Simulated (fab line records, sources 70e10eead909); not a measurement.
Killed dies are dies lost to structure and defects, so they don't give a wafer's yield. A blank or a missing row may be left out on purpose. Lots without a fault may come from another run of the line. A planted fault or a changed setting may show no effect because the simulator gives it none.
Chamber matching | flow nand_harc | NHARC_A_CHANNEL_FILL_D2_ALD_16 on ald_hk-03: 4 sister chambers
The step deposits SiO2, target thk 1.5 nm, pulse time 10 s, ald cycles 15. 4 wafers are shown with their chamber, then 7 later ones without.

WAFERS WITH THEIR CHAMBER
wafer  | chamber | heater_power_w (W)
L075.4 | 0       | 424
L087.6 | 2       | 444
L088.1 | 1       | 452
L088.3 | 3       | 547

WAFERS WITHOUT THEIR CHAMBER
wafer  | heater_power_w (W)
L088.6 | 449
L090.2 | 407
L090.3 | 563
L090.6 | 451
L092.1 | 405
L092.2 | 442
L092.5 | 441

WHICH CHAMBER EACH WENT THROUGH
wafer  | from the rows above          | in truth
L088.6 | can't be placed: 1 or 2 or 0 | 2
L090.2 | can't be placed: 0 or 2      | 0
L090.3 | 3                            | 3
L090.6 | can't be placed: 1 or 2      | 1
L092.1 | can't be placed: 0 or 2      | 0
L092.2 | can't be placed: 2 or 1 or 0 | 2
L092.5 | can't be placed: 2 or 1 or 0 | 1
Placed correctly: 1 of 7. Can't be placed from these rows: 6 (the true chamber is among the candidates in 6). Placed wrongly: 0.
How it was worked out, from the rows above alone: a wafer's distance from a chamber is the root of the sum, over the readings, of the square of ((its reading less the chamber's mean) divided by the reading's scatter). The wafer belongs to the nearest chamber; if the next one is less than 2 further off, it can't be placed. A chamber's mean is the mean of its shown wafers. The scatter: with one shown wafer a chamber, the root of the mean of the squares of how far each hidden wafer lies from its nearest shown one.
